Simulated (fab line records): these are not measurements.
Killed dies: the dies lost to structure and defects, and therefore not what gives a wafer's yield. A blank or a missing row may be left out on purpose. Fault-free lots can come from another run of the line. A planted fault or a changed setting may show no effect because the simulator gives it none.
Which of the tools did it? ; flow nandHarc ; 12 lots, 36 wafers sampled, at 5 steps of a route of 1159

WHAT THE GAUGES READ, wafer by wafer
NHARC_END_SORT_01. Usual: defectLimitedYield 95.3 %, standard deviation 1.6; killedAtArray 27, standard deviation 12; killedAtOther 0.8, standard deviation 1; killedAtPeriphery 4.0, standard deviation 2.5; killedDies 32, standard deviation 11; killedOpen 3.3, standard deviation 1.8; killedShort 2.0, standard deviation 1.5; sort_bin_2_pct 1.5 %, standard deviation 0.59; sort_bin_3_pct 0.27 %, standard deviation 0.22; sort_bin_4_pct 3.0 %, standard deviation 1.1; sortNPass 645, standard deviation 11; sortRimYieldPct 95.6 %, standard deviation 2.7; sortYieldPct 95.3 %, standard deviation 1.6.
lot;measured;on;defectLimitedYield (%);killedAtArray;killedAtOther;killedAtPeriphery;killedDies;killedOpen;killedShort;sort_bin_2_pct (%);sort_bin_3_pct (%);sort_bin_4_pct (%);sortNPass;sortRimYieldPct (%);sortYieldPct (%);flag
L379;day 19 12:32;prober-02;95.4 96.9 97.2;24 18 14;0 0 0;7 3 5;31 21 19;4 1 2;2 2 3;1.0 1.3 0.9;0.44 0.15 0.15;3.1 1.6 1.8;646 656 658;98.1 93.4 96.2;95.4 96.9 97.2;
L382;day 20 00:45;prober-01;94.8 94.4 94.7;30 32 30;0 0 0;5 6 6;35 38 36;3 4 5;2 3 2;1.6 2.1 1.5;0.44 0.15 0.30;3.1 3.4 3.5;642 639 641;95.3 95.3 96.2;94.8 94.4 94.7;
L381;day 19 22:02;prober-02;96.9 96.8 95.1;19 14 31;1 0 0;1 8 2;21 22 33;7 5 5;1 1 1;0.9 1.5 1.8;0 0.30 0.30;2.2 1.5 2.8;656 655 644;97.2 98.1 98.1;96.9 96.8 95.1;
L383;day 20 09:12;prober-01;97.0 97.5 97.0;15 14 17;1 0 0;4 3 3;20 17 20;7 4 5;3 2 3;0.9 1.0 1.0;0.15 0.30 0;1.9 1.2 1.9;657 660 657;100.0 98.1 97.2;97.0 97.5 97.0;
L384;day 20 11:19;prober-02;93.5 92.8 94.5;38 44 34;0 1 0;6 4 3;44 49 37;3 5 3;5 4 1;1.5 1.9 1.2;0.74 0.44 0.59;4.3 4.9 3.7;633 628 640;94.3 88.7 98.1;93.5 92.8 94.5;
L387;day 20 21:56;prober-02;95.9 95.9 95.4;21 19 21;3 2 0;4 7 10;28 28 31;5 2 2;1 0 2;1.3 1.8 1.5;0.30 0.15 0.15;2.5 2.2 3.0;649 649 646;97.2 98.1 93.4;95.9 95.9 95.4;
L391;day 22 00:13;prober-02;95.1 92.3 93.6;31 46 41;0 2 0;2 4 2;33 52 43;3 4 4;2 6 0;1.5 1.8 2.4;0.59 0.30 0;2.8 5.6 4.0;644 625 634;88.7 94.3 100.0;95.1 92.3 93.6;
L393;day 22 09:38;prober-02;93.2 92.6 94.2;40 46 32;1 0 0;5 4 7;46 50 39;4 4 1;3 4 4;2.1 2.1 1.0;0.59 0.89 0.44;4.1 4.4 4.3;631 627 638;91.5 93.4 92.5;93.2 92.6 94.2;
L398;day 23 21:43;prober-02;95.7 96.3 95.3;23 18 26;2 2 3;4 5 3;29 25 32;4 5 0;2 2 7;1.6 0.9 1.2;0 0.44 0.30;2.7 2.4 3.2;648 652 645;97.2 97.2 94.3;95.7 96.3 95.3;
L397;day 23 23:44;prober-01;93.6 0 92.2;42 675 52;0 0 0;1 2 1;43 677 53;3 4 2;1 2 4;2.5 94.8 2.5;0.44 0.30 0;3.4 4.9 5.3;634 0 624;95.3 0 90.6;93.6 0 92.2;OFF
L399;day 24 06:23;prober-02;0 92.0 93.8;674 52 40;1 1 1;2 1 1;677 54 42;1 2 2;4 2 0;93.8 3.0 2.1;0.15 0.74 0.74;6.1 4.3 3.4;0 623 635;0 96.2 92.5;0 92.0 93.8;OFF
L402;day 24 22:18;prober-02;96.3 95.7 97.0;14 20 11;2 3 2;9 6 7;25 29 20;4 2 3;0 2 0;1.0 1.3 1.5;0 0 0.15;2.7 3.0 1.3;652 648 657;94.3 99.1 96.2;96.3 95.7 97.0;

WHICH TOOL RAN EACH LOT (tool, then ch and the chambers of the sampled wafers, then the start)
lot;NHARC_A_M0_PVD_21;NHARC_THIN_TSV_DEP_47;NHARC_THIN_TSV_ETCH_59;NHARC_THIN_TSV_STRIP_56
L379;pvdSputter-03, day 17 17:50;pecvd-02 ch 0,1,2, day 18 22:46;rieMetal-01 ch 0,1, day 19 03:08;plasmaAsher-01 ch 0,1, day 19 03:30
L382;pvdSputter-03, day 17 22:58;pecvd-02 ch 0,2, day 19 02:26;rieMetal-03 ch 0,1, day 19 06:47;plasmaAsher-01 ch 0,1, day 19 07:09
L381;pvdSputter-02, day 17 23:30;pecvd-04 ch 0,1,2, day 19 01:27;rieMetal-03 ch 0,1, day 19 05:40;plasmaAsher-02 ch 0,1, day 19 06:03
L383;pvdSputter-01, day 18 10:59;pecvd-01 ch 0,2, day 19 14:54;rieMetal-02 ch 0,1, day 19 19:11;plasmaAsher-01 ch 0,1, day 19 19:33
L384;pvdSputter-03, day 18 18:37;pecvd-01 ch 1,2, day 19 19:25;rieMetal-01 ch 0,1, day 19 23:44;plasmaAsher-02 ch 0,1, day 20 00:03
L387;pvdSputter-02, day 19 05:44;pecvd-04 ch 0,1,2, day 20 07:10;rieMetal-03 ch 0,1, day 20 11:38;plasmaAsher-02 ch 0,1, day 20 12:08
L391;pvdSputter-01, day 20 08:10;pecvd-04 ch 0,1,2, day 21 09:49;rieMetal-01 ch 0,1, day 21 14:08;plasmaAsher-01 ch 0,1, day 21 14:30
L393;pvdSputter-03, day 20 19:10;pecvd-01 ch 1,2, day 21 19:45;rieMetal-01 ch 0,1, day 22 00:07;plasmaAsher-01 ch 0,1, day 22 00:28
L398;pvdSputter-02, day 22 04:13;pecvd-04 ch 0,1,2, day 23 08:37;rieMetal-01 ch 0,1, day 23 12:56;plasmaAsher-01 ch 0,1, day 23 13:20
L397;pvdSputter-03, day 22 04:41;pecvd-02 ch 0,2, day 23 09:43;rieMetal-02 ch 1, day 23 14:16;plasmaAsher-01 ch 0,1, day 23 14:57
L399;pvdSputter-03, day 22 10:51;pecvd-04 ch 1, day 23 15:09;rieMetal-01 ch 0,1, day 23 20:01;plasmaAsher-02 ch 0,1, day 23 20:24
L402;pvdSputter-01, day 23 05:35;pecvd-01 ch 0,1,2, day 24 07:41;rieMetal-03 ch 0,1, day 24 12:07;plasmaAsher-02 ch 0,1, day 24 12:27
- NHARC_A_M0_PVD_21: deposits Cu, target thk 30 nm, time 20.49 s.
- NHARC_THIN_TSV_DEP_47: deposits SiO2, target thk 200 nm.
- NHARC_THIN_TSV_ETCH_59: etches the open film in Cl2/BCl3, target depth 880 nm, time 138.1 s.
- NHARC_THIN_TSV_STRIP_56: strips in O2.

WHAT THE TOOLS THEMSELVES READ (means of the sampled wafers that have a number; where no wafer has one, the mark that the record gives instead)
NHARC_A_M0_PVD_21. Usual: 30.5 % for throttleValvePct, sd 1.1.
lot;tool;throttleValvePct (%);flag
L379;pvdSputter-03;29.2;
L382;pvdSputter-03;30.1;
L381;pvdSputter-02;29.4;
L383;pvdSputter-01;29.9;
L384;pvdSputter-03;29.9;
L387;pvdSputter-02;29.4;
L391;pvdSputter-01;30.5;
L393;pvdSputter-03;30.7;
L398;pvdSputter-02;30.4;
L397;pvdSputter-03;30.6;
L399;pvdSputter-03;30.8;
L402;pvdSputter-01;30.7;

NHARC_THIN_TSV_DEP_47. Usual: 15.6 % for throttleValvePct, sd 0.58.
lot;tool;throttleValvePct (%);flag
L379;pecvd-02;15.9;
L382;pecvd-02;15.7;
L381;pecvd-04;15.9;
L383;pecvd-01;15.0;
L384;pecvd-01;15.0;
L387;pecvd-04;16.0;
L391;pecvd-04;16.1;
L393;pecvd-01;15.1;
L398;pecvd-04;16.0;
L397;pecvd-02;15.5;
L399;pecvd-04;16.2;
L402;pecvd-01;15.3;

NHARC_THIN_TSV_ETCH_59. Usual: drypumpMotorCurrentA 5.7 A, standard deviation 0.46; oesProductAu 1.000 a.u., standard deviation 0.01; throttleValvePct 22.264 %, standard deviation 0.0078.
lot;tool;drypumpMotorCurrentA (A);oesProductAu (a.u.);throttleValvePct (%);flag
L379;rieMetal-01;6.0;0.993;22.262;
L382;rieMetal-03;5.5;1.002;22.257;
L381;rieMetal-03;5.5;1.010;22.262;
L383;rieMetal-02;5.3;1.001;22.266;
L384;rieMetal-01;6.2;0.997;22.262;
L387;rieMetal-03;5.5;1.002;22.264;
L391;rieMetal-01;6.2;0.995;22.259;
L393;rieMetal-01;6.2;0.994;22.255;
L398;rieMetal-01;6.1;1.002;22.265;
L397;rieMetal-02;5.2;0.984;22.263;
L399;rieMetal-01;6.2;0.991;22.269;
L402;rieMetal-03;5.8;1.007;22.261;

NHARC_THIN_TSV_STRIP_56. Usual: drypumpMotorCurrentA 5.57 A, standard deviation 0.18; heaterPowerW 337 W, standard deviation 7.3.
lot;tool;drypumpMotorCurrentA (A);heaterPowerW (W);flag
L379;plasmaAsher-01;5.50;330;
L382;plasmaAsher-01;5.49;330;
L381;plasmaAsher-02;5.53;343;
L383;plasmaAsher-01;5.65;326;
L384;plasmaAsher-02;5.52;339;
L387;plasmaAsher-02;5.64;341;
L391;plasmaAsher-01;5.64;334;
L393;plasmaAsher-01;5.64;331;
L398;plasmaAsher-01;5.51;337;
L397;plasmaAsher-01;5.58;346;
L399;plasmaAsher-02;5.58;337;
L402;plasmaAsher-02;5.54;332;

THE ANSWER, worked out from the rows above alone
Rule: lot off if the mean of its wafers having a number is beyond 3 standard deviations from the usual mean. Also off: a lot with no number at a reading for which 4 or more lots have one. Where the step has rows for the other lots, those lots are counted as sound. After the gauges, taken in route order, come the tools' own readings; for these a lot's mean is taken, as printed above. At the first step where some lot is off, the reading lying furthest off is the one used; lots without a number count as furthest.
Off, at NHARC_END_SORT_01 on sort_bin_2_pct: L397, L399.
A tool fits if, at a process step before that reading, it ran every lot that is off, and no sound lot after the first of them. Those tools and the gauges at NHARC_END_SORT_01 are tried in the same way. One fits: pvdSputter-03 at NHARC_A_M0_PVD_21. A fault onset in the window from L393 (day 20 19:10, its last sound lot) to L397 (day 22 04:41, its first lot off) fits.

WHAT THE SIMULATOR HAD PUT IN
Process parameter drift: pvdSputter-03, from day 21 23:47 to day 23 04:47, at NHARC_A_M0_PVD_21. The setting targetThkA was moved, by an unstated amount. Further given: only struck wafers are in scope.
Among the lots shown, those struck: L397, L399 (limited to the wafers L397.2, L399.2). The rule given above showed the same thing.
